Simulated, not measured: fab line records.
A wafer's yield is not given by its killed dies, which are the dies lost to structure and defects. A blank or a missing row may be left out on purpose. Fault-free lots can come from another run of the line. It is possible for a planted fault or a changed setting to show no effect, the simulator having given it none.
fab line records || flow n5Finfet || part 2 of 2: steps 8 to 8 of 8
record: {"lots": 9, "wafers": 26, "lastDay": 17}
route steps=1938 shown BEOL_M4@1111 BEOL_M10@1509 PASSIVATION@1936
lots that met no fault: taken from a fault-free run of the same line
startH: start of the lot's first displayed wafer, in hours after the record's first day || waitH: hours elapsed since this lot's preceding step || " identical to the entry in the row above || L1.1+2: a single row standing in for several wafers || - value missing, or start not given || * or withheld: withheld || < > ~ a bound
route shown NAME@n: names a module that has steps shown in the file, with the first one's number in the route || usual: the fault-free wafers' mean and standard deviation || same: alike in all rows || chamber/n: place in a boat || sites: readings site by site || _std_site: standard deviation across them || _edge_site: mean of outer sites minus mean of inner sites || radiusMm: for every site, how far away it sits from the centre of the wafer || mask NAME#n: copy n || behind: the most recent tool/chamber to have shaped the wafer || hold: reason for holding the lot/hours on hold/outcome of the hold || device: whichever transistor did not switch (one of n, p or np) || end of line: at the end of the route, the tests of the same wafers || for a step that has no rows: nothing shown but its recipe || killed: count of dies lost to structure and defects at first sort (not the wafer's yield) || map: shows each die of a wafer: x if killed, . if not, _ if none is there
set.NAME: the setting that was run; set.NAME@STEP: the one run at that earlier step || model.NAME: the simulator's own value behind a step, which no gauge read
a sample of lots followed through the steps of the route, with each step as a table and each wafer as a row
services: from which hour (startH, from the record's first day; less than 0 if before it) a tool's chamber was out of use, for how many hours, and why
== steps ==
step: N5_PASSIVATION_PROBE_49
usual: {"defectLimitedYield": "91.5/1.5", "killed_at_M0_to_M3": "32/9.4", "killed_at_M4_up": "12/5.1", "killedAtContacts": "11/7.4", "killedAtFrontEnd": "41/11", "killedAtOther": "3.4/2.5", "killedDies": "100/17", "killedOnRim": "13/4.4", "killedOpen": "65/14", "killedShort": "33/7", "sort_bin_5_function": "4.9/0.96", "sort_bin_6_memory": "3.1/0.7", "sortNPass": "1080/17", "sortYieldPct": "91.5/1.5"}
same: {"grossDies": 1180, "killedAtBackSide": 0, "sort_bin_4_leakage[%]": 0, "sort_bin_8_speed[%]": 0}
{"lot.wafer": "L460.2", "tool": "prober-02", "chamber": "-", "startH": 297.66, "waitH": 0.1, "defectLimitedYield[%]": 0, "killed_at_M0_to_M3": 31, "killed_at_M4_up": 1098, "killedAtContacts": 9, "killedAtFrontEnd": 37, "killedAtOther": 5, "killedDies": 1180, "killedOnRim": 152, "killedOpen": 71, "killedShort": 29, "sort_bin_5_function[%]": 4.9, "sort_bin_6_memory[%]": 3.2, "sortNPass": 0, "sortYieldPct[%]": 0}
{"lot.wafer": "L460.4", "tool": "prober-02", "chamber": "-", "startH": 297.76, "waitH": 0.2, "defectLimitedYield[%]": 89.3, "killed_at_M0_to_M3": 35, "killed_at_M4_up": 25, "killedAtContacts": 13, "killedAtFrontEnd": 46, "killedAtOther": 7, "killedDies": 126, "killedOnRim": 14, "killedOpen": 81, "killedShort": 45, "sort_bin_5_function[%]": 7.4, "sort_bin_6_memory[%]": 3.1, "sortNPass": 1054, "sortYieldPct[%]": 89.3}
{"lot.wafer": "L460.6", "tool": "prober-02", "chamber": "-", "startH": 297.86, "waitH": 0.3, "defectLimitedYield[%]": 92.0, "killed_at_M0_to_M3": 25, "killed_at_M4_up": 12, "killedAtContacts": 8, "killedAtFrontEnd": 44, "killedAtOther": 5, "killedDies": 94, "killedOnRim": 14, "killedOpen": 62, "killedShort": 24, "sort_bin_5_function[%]": 4.2, "sort_bin_6_memory[%]": 3.0, "sortNPass": 1086, "sortYieldPct[%]": 92.0}
{"lot.wafer": "L464.2", "tool": "prober-02", "chamber": "-", "startH": 317.66, "waitH": 0.1, "defectLimitedYield[%]": 89.7, "killed_at_M0_to_M3": 39, "killed_at_M4_up": 19, "killedAtContacts": 20, "killedAtFrontEnd": 44, "killedAtOther": 0, "killedDies": 122, "killedOnRim": 17, "killedOpen": 83, "killedShort": 39, "sort_bin_5_function[%]": 5.4, "sort_bin_6_memory[%]": 4.3, "sortNPass": 1058, "sortYieldPct[%]": 89.7}
{"lot.wafer": "L464.3", "tool": "prober-02", "chamber": "-", "startH": 317.71, "waitH": 0.1, "defectLimitedYield[%]": 90.4, "killed_at_M0_to_M3": 45, "killed_at_M4_up": 14, "killedAtContacts": 18, "killedAtFrontEnd": 35, "killedAtOther": 1, "killedDies": 113, "killedOnRim": 13, "killedOpen": 80, "killedShort": 33, "sort_bin_5_function[%]": 5.2, "sort_bin_6_memory[%]": 4.0, "sortNPass": 1067, "sortYieldPct[%]": 90.4}
{"lot.wafer": "L464.6", "tool": "prober-02", "chamber": "-", "startH": 317.86, "waitH": 0.3, "defectLimitedYield[%]": 89.5, "killed_at_M0_to_M3": 44, "killed_at_M4_up": 13, "killedAtContacts": 13, "killedAtFrontEnd": 54, "killedAtOther": 0, "killedDies": 124, "killedOnRim": 7, "killedOpen": 85, "killedShort": 37, "sort_bin_5_function[%]": 5.8, "sort_bin_6_memory[%]": 4.7, "sortNPass": 1056, "sortYieldPct[%]": 89.5}
{"lot.wafer": "L465.1", "tool": "prober-01", "chamber": "-", "startH": 327.45, "waitH": 0.0, "defectLimitedYield[%]": 91.5, "killed_at_M0_to_M3": 21, "killed_at_M4_up": 20, "killedAtContacts": 8, "killedAtFrontEnd": 45, "killedAtOther": 6, "killedDies": 100, "killedOnRim": 8, "killedOpen": 61, "killedShort": 38, "sort_bin_5_function[%]": 5.5, "sort_bin_6_memory[%]": 2.5, "sortNPass": 1080, "sortYieldPct[%]": 91.5}
{"lot.wafer": "L465.2", "tool": "prober-01", "chamber": "-", "startH": 327.50, "waitH": 0.1, "defectLimitedYield[%]": 91.4, "killed_at_M0_to_M3": 36, "killed_at_M4_up": 8, "killedAtContacts": 5, "killedAtFrontEnd": 48, "killedAtOther": 4, "killedDies": 101, "killedOnRim": 6, "killedOpen": 64, "killedShort": 35, "sort_bin_5_function[%]": 4.7, "sort_bin_6_memory[%]": 3.2, "sortNPass": 1079, "sortYieldPct[%]": 91.4}
{"lot.wafer": "L465.4", "tool": "prober-01", "chamber": "-", "startH": 327.60, "waitH": 0.2, "defectLimitedYield[%]": 92.4, "killed_at_M0_to_M3": 22, "killed_at_M4_up": 9, "killedAtContacts": 16, "killedAtFrontEnd": 41, "killedAtOther": 2, "killedDies": 90, "killedOnRim": 12, "killedOpen": 62, "killedShort": 28, "sort_bin_5_function[%]": 4.8, "sort_bin_6_memory[%]": 2.5, "sortNPass": 1090, "sortYieldPct[%]": 92.4}
{"lot.wafer": "L471.2", "tool": "prober-01", "chamber": "-", "startH": 351.85, "waitH": 0.1, "defectLimitedYield[%]": 90.9, "killed_at_M0_to_M3": 25, "killed_at_M4_up": 6, "killedAtContacts": 16, "killedAtFrontEnd": 55, "killedAtOther": 5, "killedDies": 107, "killedOnRim": 16, "killedOpen": 73, "killedShort": 26, "sort_bin_5_function[%]": 3.9, "sort_bin_6_memory[%]": 4.3, "sortNPass": 1073, "sortYieldPct[%]": 90.9}
{"lot.wafer": "L471.4", "tool": "prober-01", "chamber": "-", "startH": 351.95, "waitH": 0.2, "defectLimitedYield[%]": 90.4, "killed_at_M0_to_M3": 33, "killed_at_M4_up": 11, "killedAtContacts": 19, "killedAtFrontEnd": 49, "killedAtOther": 1, "killedDies": 113, "killedOnRim": 14, "killedOpen": 68, "killedShort": 37, "sort_bin_5_function[%]": 4.8, "sort_bin_6_memory[%]": 3.6, "sortNPass": 1067, "sortYieldPct[%]": 90.4}
{"lot.wafer": "L471.6", "tool": "prober-01", "chamber": "-", "startH": 352.05, "waitH": 0.3, "defectLimitedYield[%]": 91.1, "killed_at_M0_to_M3": 32, "killed_at_M4_up": 7, "killedAtContacts": 16, "killedAtFrontEnd": 46, "killedAtOther": 4, "killedDies": 105, "killedOnRim": 14, "killedOpen": 66, "killedShort": 35, "sort_bin_5_function[%]": 5.0, "sort_bin_6_memory[%]": 3.1, "sortNPass": 1075, "sortYieldPct[%]": 91.1}
{"lot.wafer": "L472.1", "tool": "prober-02", "chamber": "-", "startH": 355.34, "waitH": 0.0, "defectLimitedYield[%]": 90.1, "killed_at_M0_to_M3": 53, "killed_at_M4_up": 11, "killedAtContacts": 2, "killedAtFrontEnd": 45, "killedAtOther": 6, "killedDies": 117, "killedOnRim": 18, "killedOpen": 77, "killedShort": 40, "sort_bin_5_function[%]": 5.1, "sort_bin_6_memory[%]": 4.6, "sortNPass": 1063, "sortYieldPct[%]": 90.1}
{"lot.wafer": "L472.5", "tool": "prober-02", "chamber": "-", "startH": 355.54, "waitH": 0.2, "defectLimitedYield[%]": 91.6, "killed_at_M0_to_M3": 33, "killed_at_M4_up": 21, "killedAtContacts": 10, "killedAtFrontEnd": 28, "killedAtOther": 7, "killedDies": 99, "killedOnRim": 15, "killedOpen": 71, "killedShort": 28, "sort_bin_5_function[%]": 5.1, "sort_bin_6_memory[%]": 3.1, "sortNPass": 1081, "sortYieldPct[%]": 91.6}
{"lot.wafer": "L472.6", "tool": "prober-02", "chamber": "-", "startH": 355.59, "waitH": 0.3, "defectLimitedYield[%]": 92.3, "killed_at_M0_to_M3": 41, "killed_at_M4_up": 17, "killedAtContacts": 4, "killedAtFrontEnd": 26, "killedAtOther": 3, "killedDies": 91, "killedOnRim": 9, "killedOpen": 58, "killedShort": 33, "sort_bin_5_function[%]": 4.6, "sort_bin_6_memory[%]": 2.6, "sortNPass": 1089, "sortYieldPct[%]": 92.3}
{"lot.wafer": "L473.2", "tool": "prober-01", "chamber": "-", "startH": 359.84, "waitH": 0.1, "defectLimitedYield[%]": 93.0, "killed_at_M0_to_M3": 19, "killed_at_M4_up": 2, "killedAtContacts": 8, "killedAtFrontEnd": 49, "killedAtOther": 5, "killedDies": 83, "killedOnRim": 11, "killedOpen": 51, "killedShort": 32, "sort_bin_5_function[%]": 3.6, "sort_bin_6_memory[%]": 3.0, "sortNPass": 1097, "sortYieldPct[%]": 93.0}
{"lot.wafer": "L473.3", "tool": "prober-01", "chamber": "-", "startH": 359.89, "waitH": 0.1, "defectLimitedYield[%]": 92.4, "killed_at_M0_to_M3": 38, "killed_at_M4_up": 6, "killedAtContacts": 10, "killedAtFrontEnd": 34, "killedAtOther": 2, "killedDies": 90, "killedOnRim": 16, "killedOpen": 62, "killedShort": 26, "sort_bin_5_function[%]": 4.7, "sort_bin_6_memory[%]": 2.5, "sortNPass": 1090, "sortYieldPct[%]": 92.4}
{"lot.wafer": "L473.5", "tool": "prober-01", "chamber": "-", "startH": 359.99, "waitH": 0.2, "defectLimitedYield[%]": 93.9, "killed_at_M0_to_M3": 31, "killed_at_M4_up": 4, "killedAtContacts": 5, "killedAtFrontEnd": 31, "killedAtOther": 1, "killedDies": 72, "killedOnRim": 12, "killedOpen": 47, "killedShort": 25, "sort_bin_5_function[%]": 3.3, "sort_bin_6_memory[%]": 2.7, "sortNPass": 1108, "sortYieldPct[%]": 93.9}
{"lot.wafer": "L474.2", "tool": "prober-01", "chamber": "-", "startH": 385.22, "waitH": 0.1, "defectLimitedYield[%]": 91.1, "killed_at_M0_to_M3": 37, "killed_at_M4_up": 12, "killedAtContacts": 6, "killedAtFrontEnd": 45, "killedAtOther": 5, "killedDies": 105, "killedOnRim": 15, "killedOpen": 68, "killedShort": 35, "sort_bin_5_function[%]": 5.2, "sort_bin_6_memory[%]": 3.6, "sortNPass": 1075, "sortYieldPct[%]": 91.1}
{"lot.wafer": "L474.4", "tool": "prober-01", "chamber": "-", "startH": 385.32, "waitH": 0.2, "defectLimitedYield[%]": 91.9, "killed_at_M0_to_M3": 32, "killed_at_M4_up": 17, "killedAtContacts": 6, "killedAtFrontEnd": 35, "killedAtOther": 6, "killedDies": 96, "killedOnRim": 16, "killedOpen": 54, "killedShort": 39, "sort_bin_5_function[%]": 4.8, "sort_bin_6_memory[%]": 2.6, "sortNPass": 1084, "sortYieldPct[%]": 91.9}
{"lot.wafer": "L475.2", "tool": "prober-02", "chamber": "-", "startH": 388.78, "waitH": 0.1, "defectLimitedYield[%]": 92.4, "killed_at_M0_to_M3": 30, "killed_at_M4_up": 16, "killedAtContacts": 3, "killedAtFrontEnd": 35, "killedAtOther": 6, "killedDies": 90, "killedOnRim": 8, "killedOpen": 70, "killedShort": 19, "sort_bin_5_function[%]": 5.1, "sort_bin_6_memory[%]": 2.5, "sortNPass": 1090, "sortYieldPct[%]": 92.4}
{"lot.wafer": "L475.3", "tool": "prober-02", "chamber": "-", "startH": 388.83, "waitH": 0.1, "defectLimitedYield[%]": 91.3, "killed_at_M0_to_M3": 44, "killed_at_M4_up": 8, "killedAtContacts": 16, "killedAtFrontEnd": 31, "killedAtOther": 4, "killedDies": 103, "killedOnRim": 14, "killedOpen": 77, "killedShort": 26, "sort_bin_5_function[%]": 5.3, "sort_bin_6_memory[%]": 3.1, "sortNPass": 1077, "sortYieldPct[%]": 91.3}
{"lot.wafer": "L475.4", "tool": "prober-02", "chamber": "-", "startH": 388.88, "waitH": 0.2, "defectLimitedYield[%]": 91.7, "killed_at_M0_to_M3": 31, "killed_at_M4_up": 11, "killedAtContacts": 7, "killedAtFrontEnd": 42, "killedAtOther": 7, "killedDies": 98, "killedOnRim": 15, "killedOpen": 64, "killedShort": 26, "sort_bin_5_function[%]": 4.9, "sort_bin_6_memory[%]": 2.5, "sortNPass": 1082, "sortYieldPct[%]": 91.7}
{"lot.wafer": "L476.2", "tool": "prober-02", "chamber": "-", "startH": 401.10, "waitH": 0.1, "defectLimitedYield[%]": 93.4, "killed_at_M0_to_M3": 19, "killed_at_M4_up": 11, "killedAtContacts": 1, "killedAtFrontEnd": 45, "killedAtOther": 2, "killedDies": 78, "killedOnRim": 8, "killedOpen": 46, "killedShort": 32, "sort_bin_5_function[%]": 3.9, "sort_bin_6_memory[%]": 2.4, "sortNPass": 1102, "sortYieldPct[%]": 93.4}
{"lot.wafer": "L476.3", "tool": "prober-02", "chamber": "-", "startH": 401.15, "waitH": 0.1, "defectLimitedYield[%]": 92.3, "killed_at_M0_to_M3": 36, "killed_at_M4_up": 14, "killedAtContacts": 8, "killedAtFrontEnd": 33, "killedAtOther": 0, "killedDies": 91, "killedOnRim": 7, "killedOpen": 62, "killedShort": 29, "sort_bin_5_function[%]": 4.9, "sort_bin_6_memory[%]": 2.5, "sortNPass": 1089, "sortYieldPct[%]": 92.3}
{"lot.wafer": "L476.6", "tool": "prober-02", "chamber": "-", "startH": 401.30, "waitH": 0.3, "defectLimitedYield[%]": 93.1, "killed_at_M0_to_M3": 39, "killed_at_M4_up": 13, "killedAtContacts": 4, "killedAtFrontEnd": 23, "killedAtOther": 2, "killedDies": 81, "killedOnRim": 15, "killedOpen": 53, "killedShort": 27, "sort_bin_5_function[%]": 4.2, "sort_bin_6_memory[%]": 2.3, "sortNPass": 1099, "sortYieldPct[%]": 93.1}
killed by level:class
L460.2 BEOL_M10:areaCmp=1078 BEOL_M3:geometricParticle:open=15 FIN_SAQP:geometricParticle:open=14 FIN_SAQP:geometricParticle:short=14 BEOL_M4:geometricParticle:open=12 MOL_CONTACT_COAG:geometricParticle:open=6 BEOL_M1:geometricParticle:open=6 MOL_CONTACT_COAG:geometricParticle:short=3
L460.4 FIN_SAQP:geometricParticle:short=13 STI_FIN_REVEAL:geometricParticle:open=13 BEOL_M4:geometricParticle:open=13 MOL_CONTACT_COAG:geometricParticle:open=10 BEOL_M0_SAQP:geometricParticle:short=8 BEOL_M3:geometricParticle:open=7 BEOL_M1:geometricParticle:open=6 FIN_SAQP:geometricParticle:open=5
L460.6 BEOL_M3:geometricParticle:open=13 MOL_CONTACT_COAG:geometricParticle:open=8 FIN_SAQP:geometricParticle:short=5 FIN_SAQP:geometricParticle:open=5 HKMG_FIN:areaEtch=5 SPACER0:geometricParticle:short=4 BEOL_M4:geometricParticle:open=4 STI_FIN_REVEAL:geometricParticle:open=3
L464.2 MOL_CONTACT_COAG:geometricParticle:open=14 STI_FIN_REVEAL:geometricParticle:open=9 BEOL_M0_SAQP:geometricParticle:short=7 BEOL_M2:geometricParticle:open=7 BEOL_M4:geometricParticle:open=7 DUMMY_GATE:geometricParticle:open=6 MOL_CONTACT_COAG:geometricParticle:short=6 FIN_SAQP:geometricParticle:short=5
L464.3 MOL_CONTACT_COAG:geometricParticle:open=15 BEOL_M3:geometricParticle:open=12 BEOL_M1:geometricParticle:open=11 FIN_SAQP:geometricParticle:open=10 STI_FIN_REVEAL:geometricParticle:open=8 BEOL_M0_SAQP:geometricParticle:short=5 BEOL_M0_SAQP:geometricParticle:open=5 BEOL_M1:geometricParticle:short=5
L464.6 FIN_SAQP:geometricParticle:open=13 MOL_CONTACT_COAG:geometricParticle:open=13 BEOL_M1:geometricParticle:open=11 BEOL_M1:geometricParticle:short=8 STI_FIN_REVEAL:geometricParticle:open=7 ILD0:geometricParticle:open=7 BEOL_M0_SAQP:geometricParticle:short=7 BEOL_M2:geometricParticle:open=5
L465.1 FIN_SAQP:geometricParticle:open=10 STI_FIN_REVEAL:geometricParticle:open=10 FIN_SAQP:geometricParticle:short=9 BEOL_M4:geometricParticle:open=8 MOL_CONTACT_COAG:geometricParticle:open=6 BEOL_M0_SAQP:geometricParticle:open=4 BEOL_M3:geometricParticle:open=4 BEOL_M4:geometricParticle:short=4
L465.2 FIN_SAQP:geometricParticle:open=12 STI_FIN_REVEAL:geometricParticle:open=11 FIN_SAQP:geometricParticle:short=9 BEOL_M2:geometricParticle:open=9 BEOL_M3:geometricParticle:open=6 BEOL_M0_SAQP:geometricParticle:short=5 GATE_CUT:geometricParticle:short=4 DUMMY_GATE:geometricParticle:open=3
L465.4 MOL_CONTACT_COAG:geometricParticle:open=12 STI_FIN_REVEAL:geometricParticle:open=11 FIN_SAQP:geometricParticle:open=7 BEOL_M0_SAQP:geometricParticle:open=6 DUMMY_GATE:geometricParticle:open=5 FIN_SAQP:geometricParticle:short=4 ILD0:geometricParticle:short=4 MOL_CONTACT_COAG:geometricParticle:short=4
L471.2 FIN_SAQP:geometricParticle:open=15 MOL_CONTACT_COAG:geometricParticle:open=13 BEOL_M3:geometricParticle:open=12 FIN_SAQP:geometricParticle:short=8 HKMG_FIN:areaEtch=7 STI_FIN_REVEAL:geometricParticle:open=6 BEOL_M2:geometricParticle:open=5 GATE_CUT:geometricParticle:open=4
L471.4 MOL_CONTACT_COAG:geometricParticle:open=14 FIN_SAQP:geometricParticle:short=11 BEOL_M2:geometricParticle:open=8 HKMG_FIN:areaEtch=8 STI_FIN_REVEAL:geometricParticle:open=7 BEOL_M3:geometricParticle:open=7 MOL_CONTACT_COAG:geometricParticle:short=5 BEOL_M0_SAQP:geometricParticle:short=5
L471.6 STI_FIN_REVEAL:geometricParticle:open=20 MOL_CONTACT_COAG:geometricParticle:open=11 BEOL_M0_SAQP:geometricParticle:short=10 BEOL_M0_SAQP:geometricParticle:open=8 GATE_CUT:geometricParticle:short=5 MOL_CONTACT_COAG:geometricParticle:short=5 BEOL_M3:geometricParticle:open=5 FIN_SAQP:geometricParticle:open=3
L472.1 BEOL_M0_SAQP:geometricParticle:short=18 BEOL_M0_SAQP:geometricParticle:open=14 FIN_SAQP:geometricParticle:open=11 STI_FIN_REVEAL:geometricParticle:open=9 BEOL_M3:geometricParticle:open=7 BEOL_M1:geometricParticle:open=6 BEOL_M2:geometricParticle:open=6 FIN_SAQP:geometricParticle:short=5
L472.5 MOL_CONTACT_COAG:geometricParticle:open=9 BEOL_M4:geometricParticle:open=8 BEOL_M1:geometricParticle:open=7 BEOL_M3:geometricParticle:open=7 BEOL_M0_SAQP:geometricParticle:open=6 FIN_SAQP:geometricParticle:short=4 FIN_SAQP:geometricParticle:open=4 DUMMY_GATE:geometricParticle:open=4
L472.6 BEOL_M0_SAQP:geometricParticle:open=12 BEOL_M1:geometricParticle:open=9 BEOL_M3:geometricParticle:open=6 BEOL_M4:geometricParticle:open=6 FIN_SAQP:geometricParticle:short=5 FIN_SAQP:geometricParticle:open=5 MOL_CONTACT_COAG:geometricParticle:open=4 BEOL_M0_SAQP:geometricParticle:short=4
L473.2 STI_FIN_REVEAL:geometricParticle:open=9 GATE_CUT:geometricParticle:short=9 MOL_CONTACT_COAG:geometricParticle:open=8 BEOL_M2:geometricParticle:open=7 FIN_SAQP:geometricParticle:open=6 BEOL_M0_SAQP:geometricParticle:short=6 BEOL_M0_SAQP:geometricParticle:open=5 FIN_SAQP:geometricParticle:short=4
L473.3 BEOL_M2:geometricParticle:open=15 STI_FIN_REVEAL:geometricParticle:open=8 MOL_CONTACT_COAG:geometricParticle:open=6 BEOL_M1:geometricParticle:open=5 BEOL_M1:geometricParticle:short=5 FIN_SAQP:geometricParticle:short=4 SPACER0:geometricParticle:open=4 GATE_CUT:geometricParticle:short=4
L473.5 FIN_SAQP:geometricParticle:open=8 BEOL_M0_SAQP:geometricParticle:open=8 BEOL_M3:geometricParticle:open=7 BEOL_M2:geometricParticle:open=6 GATE_CUT:geometricParticle:short=5 MOL_CONTACT_COAG:geometricParticle:open=4 FIN_SAQP:geometricParticle:short=3 STI_FIN_REVEAL:geometricParticle:open=3
L474.2 FIN_SAQP:geometricParticle:open=9 BEOL_M3:geometricParticle:open=9 BEOL_M0_SAQP:geometricParticle:short=9 STI_FIN_REVEAL:geometricParticle:open=7 FIN_SAQP:geometricParticle:short=5 MOL_CONTACT_COAG:geometricParticle:open=5 BEOL_M1:geometricParticle:open=5 STARTING-WAFER:geometricParticle:short=5
L474.4 FIN_SAQP:geometricParticle:short=10 FIN_SAQP:geometricParticle:open=8 BEOL_M0_SAQP:geometricParticle:short=8 BEOL_M3:geometricParticle:open=7 BEOL_M2:geometricParticle:open=6 BEOL_M1:geometricParticle:open=5 GATE_CUT:geometricParticle:short=4 MOL_CONTACT_COAG:geometricParticle:open=4
L475.2 STI_FIN_REVEAL:geometricParticle:open=8 BEOL_M1:geometricParticle:open=8 BEOL_M3:geometricParticle:open=6 BEOL_M4:geometricParticle:open=6 DUMMY_GATE:geometricParticle:open=5 BEOL_M0_SAQP:geometricParticle:open=5 STARTING-WAFER:geometricParticle:open=5 FIN_SAQP:geometricParticle:open=4
L475.3 MOL_CONTACT_COAG:geometricParticle:open=15 BEOL_M0_SAQP:geometricParticle:short=10 BEOL_M3:geometricParticle:open=10 GATE_CUT:geometricParticle:open=7 GATE_CUT:geometricParticle:short=7 BEOL_M1:geometricParticle:open=7 FIN_SAQP:geometricParticle:open=6 BEOL_M0_SAQP:geometricParticle:open=6
L475.4 BEOL_M2:geometricParticle:open=13 STI_FIN_REVEAL:geometricParticle:open=10 BEOL_M3:geometricParticle:open=7 GATE_CUT:geometricParticle:short=6 MOL_CONTACT_COAG:geometricParticle:open=6 BEOL_M0_SAQP:geometricParticle:open=6 BEOL_M4:geometricParticle:open=6 HKMG_FIN:areaEtch=6
L476.2 FIN_SAQP:geometricParticle:short=17 FIN_SAQP:geometricParticle:open=14 BEOL_M0_SAQP:geometricParticle:short=5 BEOL_M0_SAQP:geometricParticle:open=4 BEOL_M1:geometricParticle:open=4 BEOL_M3:geometricParticle:open=4 STI_FIN_REVEAL:geometricParticle:short=3 BEOL_M4:geometricParticle:open=3
L476.3 BEOL_M0_SAQP:geometricParticle:open=12 FIN_SAQP:geometricParticle:short=8 BEOL_M4:geometricParticle:open=8 FIN_SAQP:geometricParticle:open=6 DUMMY_GATE:geometricParticle:open=6 MOL_CONTACT_COAG:geometricParticle:open=5 BEOL_M0_SAQP:geometricParticle:short=5 BEOL_M1:geometricParticle:short=5
L476.6 BEOL_M0_SAQP:geometricParticle:open=10 BEOL_M3:geometricParticle:open=8 DUMMY_GATE:geometricParticle:open=7 BEOL_M1:geometricParticle:open=6 BEOL_M1:geometricParticle:short=5 BEOL_M4:geometricParticle:open=5 MOL_CONTACT_COAG:geometricParticle:open=4 GATE_CUT:geometricParticle:short=4
== services ==
{"tool": "cmp-03", "chamber": "-", "startH": 228.10, "hours": 0.5, "kind": "repair"}
{"tool": "rieDiel-06", "chamber": 1, "startH": 232.93, "hours": "-", "kind": "clean"}
{"tool": "rieDiel-06", "chamber": 1, "startH": 232.93, "hours": "-", "kind": "consumableReplace:focusRing"}
{"tool": "rieDiel-06", "chamber": 1, "startH": 232.93, "hours": 23.5, "kind": "scheduledDown"}
{"tool": "rieDiel-06", "chamber": 1, "startH": 232.93, "hours": 23.5, "kind": "ventCycle"}
{"tool": "cmp-02", "chamber": "-", "startH": 237.54, "hours": 0.3, "kind": "repair"}
{"tool": "cmp-03", "chamber": "-", "startH": 247.22, "hours": 0.9, "kind": "repair"}
{"tool": "rieDiel-02", "chamber": 2, "startH": 266.21, "hours": 11.0, "kind": "repair"}
{"tool": "rieDiel-06", "chamber": 2, "startH": 275.51, "hours": "-", "kind": "clean"}
{"tool": "rieDiel-06", "chamber": 2, "startH": 275.51, "hours": "-", "kind": "consumableReplace:focusRing"}
{"tool": "rieDiel-06", "chamber": 2, "startH": 275.51, "hours": "-", "kind": "consumableReplace:showerhead"}
{"tool": "rieDiel-06", "chamber": 2, "startH": 275.51, "hours": 16.2, "kind": "scheduledDown"}
{"tool": "rieDiel-06", "chamber": 2, "startH": 275.51, "hours": 16.2, "kind": "ventCycle"}
{"tool": "rieDiel-04", "chamber": "-", "startH": 279.19, "hours": 1.3, "kind": "repair"}
{"tool": "rieDiel-04", "chamber": 2, "startH": 280.55, "hours": 4.1, "kind": "repair"}
{"tool": "pvdSputter-02", "chamber": "-", "startH": 284.61, "hours": 5.1, "kind": "repair"}
{"tool": "cmp-04", "chamber": "-", "startH": 316.37, "hours": 0.6, "kind": "repair"}
{"tool": "rieDiel-06", "chamber": "-", "startH": 319.94, "hours": 0.8, "kind": "repair"}
{"tool": "rieDiel-04", "chamber": 3, "startH": 320.95, "hours": "-", "kind": "clean"}
{"tool": "rieDiel-04", "chamber": 3, "startH": 320.95, "hours": "-", "kind": "consumableReplace:focusRing"}
{"tool": "rieDiel-04", "chamber": 3, "startH": 320.95, "hours": 17.0, "kind": "scheduledDown"}
{"tool": "rieDiel-04", "chamber": 3, "startH": 320.95, "hours": 17.0, "kind": "ventCycle"}
{"tool": "cmp-03", "chamber": "-", "startH": 346.52, "hours": 4.0, "kind": "pm"}
{"tool": "cmp-04", "chamber": "-", "startH": 351.75, "hours": 4.9, "kind": "pm"}
== key ==
firstSign: {"step": "N5_BEOL_M10_CMP_52", "reading": "overpolishRunS", "direction": "down", "sigmas": "99+", "usual": 7.000, "struck": 0.046}
effect: {"step": "N5_BEOL_M10_CMP_52", "reading": "barrierFieldEndpointS", "direction": "up", "sigmas": 25, "usual": 28.6, "struck": 46.8}
effect: {"step": "N5_BEOL_M10_THK_MEAS_53", "reading": "M10_THK", "direction": "up", "sigmas": 30, "usual": 142, "struck": 263}
effect: {"step": "N5_BEOL_M10_INSPECT_58", "reading": "rawDefectCount", "direction": "up", "sigmas": 91, "usual": 69, "struck": 2228}
effect: {"step": "N5_PASSIVATION_PROBE_49", "reading": "killed_at_M4_up", "direction": "up", "sigmas": "99+", "usual": 12, "struck": 1098}
moreKillsBornAt: {"N5_BEOL_M10_CMP_52@cmp-02": 1078}
metAt N5_BEOL_M10_CMP_52
struckLots L460
struckWafers L460.2
laterRowsLeftOut L460.2
notActingAt N5_BEOL_M10_VIA_ETCH_34,N5_BEOL_M10_STRIP_77,N5_BEOL_M10_PRE_CLEAN_45
fault: {"kind": "processParameterDrift", "tool": "cmp-02", "chamber": "-", "onsetH": 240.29, "steps": "N5_BEOL_M10_CMP_52", "channel": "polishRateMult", "offset": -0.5, "shape": "step", "endH": 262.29, "scope": "struckWafersOnly"}
laterRowsLeftOut: the simulator's readings of these wafers behind a module that went badly wrong aren't trusted and aren't shown, but for the sort
